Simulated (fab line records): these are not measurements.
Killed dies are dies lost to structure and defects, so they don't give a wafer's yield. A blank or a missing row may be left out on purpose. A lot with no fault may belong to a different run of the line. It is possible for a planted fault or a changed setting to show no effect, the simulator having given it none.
3 desks looking at one fault ; flow n5Finfet ; only its own numbers are on each desk; what lay behind them is given at the end

== AT THE METROLOGY DESK ==
What the gauges read for every lot (on any tool): the sampled wafers with a number, averaged. If a lot's mean is further than 4 standard deviations from the usual mean, the lot is out of limits and carries the mark OUT (the distance appears in the brackets).
Columns: A = cdNm at N5_BEOL_M8_CD_MEAS_28, usual 40.00 nm; B = V7_OVL at N5_BEOL_M8_OVL_MEAS_29, usual -0.1 nm
lot;first seen here;A;B
L811;day 10 12:18;40.17;-0.8
L813;day 10 18:37;39.98;-0.6
L816;day 11 21:12;39.83;-0.6
L819;day 11 21:24;40.00;1.5
L818;day 11 21:34;40.07;0.4
L823;day 13 07:09;39.73;-0.4
This desk's verdict: no lot among the 6 shows anything out of limits.

== THE DEFECT DESK ==
What the inspections along the route counted, lot by lot: means of the sampled wafers that have a number. If a lot's mean is further than 4 standard deviations from the usual mean, the lot is out of limits and carries the mark OUT (the distance appears in the brackets).
Columns: A = rawDefectCount at N5_BEOL_M8_INSPECT_30, usual 435
lot;first seen here;A
L811;day 10 12:23;417
L813;day 10 18:42;463
L816;day 11 21:17;435
L819;day 11 21:29;275
L818;day 11 21:40;397
L823;day 13 07:14;382
This desk's verdict: no lot among the 6 shows anything out of limits.

== AT THE TOOL OWNER'S DESK: rieDiel-01 ==
The tool's own readings at N5_BEOL_M8_ETCH_66 (etches SOC in N2/H2, target depth 80 nm, overetch 16 nm, time 120 s): means of the sampled wafers that have a number, for each lot that ran on this tool. If a lot's mean is further than 4 standard deviations from the usual mean, the lot is out of limits and carries the mark OUT (the distance appears in the brackets).
Columns: A = drypumpMotorCurrentA at N5_BEOL_M8_ETCH_66, usual 5.9 A; B = oesProductAu at N5_BEOL_M8_ETCH_66, usual 0.61 a.u.; C = rfFwdPowerW at N5_BEOL_M8_ETCH_66, usual 835 W; D = rfVppV at N5_BEOL_M8_ETCH_66, usual 523.6 V; E = showerheadPlenumPTorr at N5_BEOL_M8_ETCH_66, usual 2.54 Torr; F = throttleValvePct at N5_BEOL_M8_ETCH_66, usual 17.80 %
lot;first seen here;A;B;C;D;E;F
L811;day 10 12:33;5.8;0.66;832;525.7;2.61;17.66
L819;day 11 21:50;5.8;0.65;633 (-65) OUT;575.7 (+19) OUT;2.61;17.68
L818;day 11 22:20;6.3;0.66;637 (-64) OUT;574.8 (+18) OUT;2.61;17.61
This desk finds L818, L819 out of limits, L819 being first, at day 11 21:50 (rfFwdPowerW at N5_BEOL_M8_ETCH_66). L811: within limits.

== TAKEN TOGETHER ==
On L818, L819, at day 11 21:50, an alarm was possible from the tool owner's desk.
From the metrology desk's view, nothing was out of limits.
No out-of-limits result turned up at the defect desk.
The metrology desk has L818, L819 on record, within its limits.
The defect desk has L818, L819 on record, within its limits.
Every lot named ran N5_BEOL_M8_ETCH_66 on rieDiel-01.

== WHAT THE SIMULATOR HAD PUT IN ==
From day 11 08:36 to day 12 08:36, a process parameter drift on rieDiel-01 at N5_BEOL_M8_ETCH_66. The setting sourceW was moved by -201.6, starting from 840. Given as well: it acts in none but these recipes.
Struck lots among those shown: L818, L819.
Each desk's first reading out of limits, in hours after the fault started: the tool owner's desk, 13.
